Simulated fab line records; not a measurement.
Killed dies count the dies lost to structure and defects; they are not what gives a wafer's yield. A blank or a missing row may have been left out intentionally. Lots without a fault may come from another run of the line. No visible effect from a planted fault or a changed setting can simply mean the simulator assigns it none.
Lot-split experiment | flow n5 finfet | 39 wafers read across 7 lots, on a route 1938 steps long

ON THE SPLIT
At N5_MOL_CONTACT_COAG_ETCH_47 (etches SiNx in CH3F/O2, stops on W, target depth 27 nm), the setting over etch frac was moved away from the recipe's 0.2 on 18 of the 39 wafers read, by -5.9% to +7.5%. For the rest of the wafers, this setting stayed at what the recipe calls for.

The split's own step is where the reading is taken.

THE READING
etch.over etch s (the simulator's own value, which no gauge read), in s, at N5_MOL_CONTACT_COAG_ETCH_47 (etches SiNx in CH3F/O2, stops on W, target depth 27 nm). The file does not state a usual value for it. Average 5.174 s, standard deviation 0.1 s, over the 21 wafers here run with the recipe.

wafer  | tool, chamber at the split | over etch frac as run | against the recipe | etch.over etch s, s | against lot-mates on the recipe
L074.1 | rie diel-02, 3             | 0.2                   | recipe             | 5.208               | -
L074.2 | rie diel-02, 1             | 0.2                   | recipe             | 5.235               | -
L074.3 | rie diel-02, 0             | 0.2                   | recipe             | 5.223               | -
L074.4 | rie diel-02, 2             | 0.2062                | +3.1%              | 5.195               | -0.027
L074.5 | rie diel-02, 3             | 0.2062                | +3.1%              | 5.406               | +0.184
L074.6 | rie diel-02, 2             | 0.2062                | +3.1%              | 5.182               | -0.040
L076.1 | rie diel-02, 3             | 0.2096                | +4.8%              | 5.546               | +0.344
L076.2 | rie diel-02, 0             | 0.2                   | recipe             | 5.231               | -
L076.3 | rie diel-02, 1             | 0.2096                | +4.8%              | 5.578               | +0.376
L076.4 | rie diel-02, 2             | 0.2096                | +4.8%              | 5.259               | +0.057
L076.5 | rie diel-02, 1             | 0.2                   | recipe             | 5.295               | -
L076.6 | rie diel-02, 2             | 0.2                   | recipe             | 5.08                | -
L084.1 | rie diel-06, 3             | 0.2                   | recipe             | 4.955               | -
L084.2 | rie diel-06, 0             | 0.2                   | recipe             | 5.036               | -
L084.3 | rie diel-06, 2             | 0.2125                | +6.2%              | 5.344               | +0.331
L084.4 | rie diel-06, 1             | 0.2125                | +6.2%              | 5.558               | +0.545
L084.5 | rie diel-06, 0             | 0.2                   | recipe             | 5.047               | -
L084.6 | rie diel-06, 3             | 0.2125                | +6.2%              | 5.271               | +0.258
L087.1 | rie diel-02, 1             | 0.2                   | recipe             | 5.283               | -
L087.2 | rie diel-02, 0             | 0.2056                | +2.8%              | 5.353               | +0.127
L087.3 | rie diel-02, 2             | 0.2                   | recipe             | 5.089               | -
L087.4 | rie diel-02, 3             | 0.2                   | recipe             | 5.306               | -
L087.5 | rie diel-02, 1             | 0.2056                | +2.8%              | 5.512               | +0.286
L087.6 | rie diel-02, 0             | 0.2056                | +2.8%              | 5.368               | +0.142
L090.1 | rie diel-06, 1             | 0.2                   | recipe             | 5.267               | -
L090.5 | rie diel-06, 0             | 0.2                   | recipe             | 5.152               | -
L090.6 | rie diel-06, 3             | 0.2                   | recipe             | 5.082               | -
L095.1 | rie diel-01, 1             | 0.2                   | recipe             | 5.271               | -
L095.2 | rie diel-01, 2             | 0.1883                | -5.9%              | 4.878               | -0.379
L095.3 | rie diel-01, 3             | 0.1883                | -5.9%              | 4.851               | -0.406
L095.4 | rie diel-01, 0             | 0.1883                | -5.9%              | 4.85                | -0.407
L095.5 | rie diel-01, 2             | 0.2                   | recipe             | 5.33                | -
L095.6 | rie diel-01, 1             | 0.2                   | recipe             | 5.169               | -
L097.1 | rie diel-01, 1             | 0.2                   | recipe             | 5.093               | -
L097.2 | rie diel-01, 3             | 0.2149                | +7.5%              | 5.47                | +0.338
L097.3 | rie diel-01, 2             | 0.2149                | +7.5%              | 5.526               | +0.394
L097.4 | rie diel-01, 0             | 0.2149                | +7.5%              | 5.472               | +0.340
L097.5 | rie diel-01, 2             | 0.2                   | recipe             | 5.174               | -
L097.6 | rie diel-01, 3             | 0.2                   | recipe             | 5.13                | -

THE FIT
A straight line over all 39 wafers: etch.over etch s changes by +0.0467 s for each +1% of over etch frac; r = +0.82; the points scatter about the line by 0.11 s.
The same after taking each lot's own level away (the mean of its wafers on the recipe; 39 wafers): +0.0564 s for each +1%; r = +0.90; scatter 0.093 s.
The reading moves by 0.42 s for the largest change in over etch frac, on that fit.
Across the lots, their own levels run from 5.0127 to 5.2567 s, a range of 2.4 times the standard deviation given above.
Hence the slope depends on the lot-to-lot level, as the two fits are not the same.
Check: with one of the wafers moved furthest among these (+7.5%) left out of the fit, the line predicts +0.411 s for it against its lot-mates. It came out at +0.338 s against them.

OTHER SPLITS ON THESE WAFERS
Note: prior to the reading, these wafers also went through further splits. Each is held against what the fit with the lots' levels taken away leaves over:
other split on the same wafers    | wafers away from the commonest value | r with etch.over etch s (lot level and that fit taken away)
N5_DUMMY_GATE_ETCH_32 time s      | 15                                   | -0.12
N5_MOL_CONTACT_COAG_ALD_27 time s | 18                                   | +0.01

THE FILE'S OWN FIT
etch.over etch s changes by +0.0545 s for each +1% of over etch frac, r = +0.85.
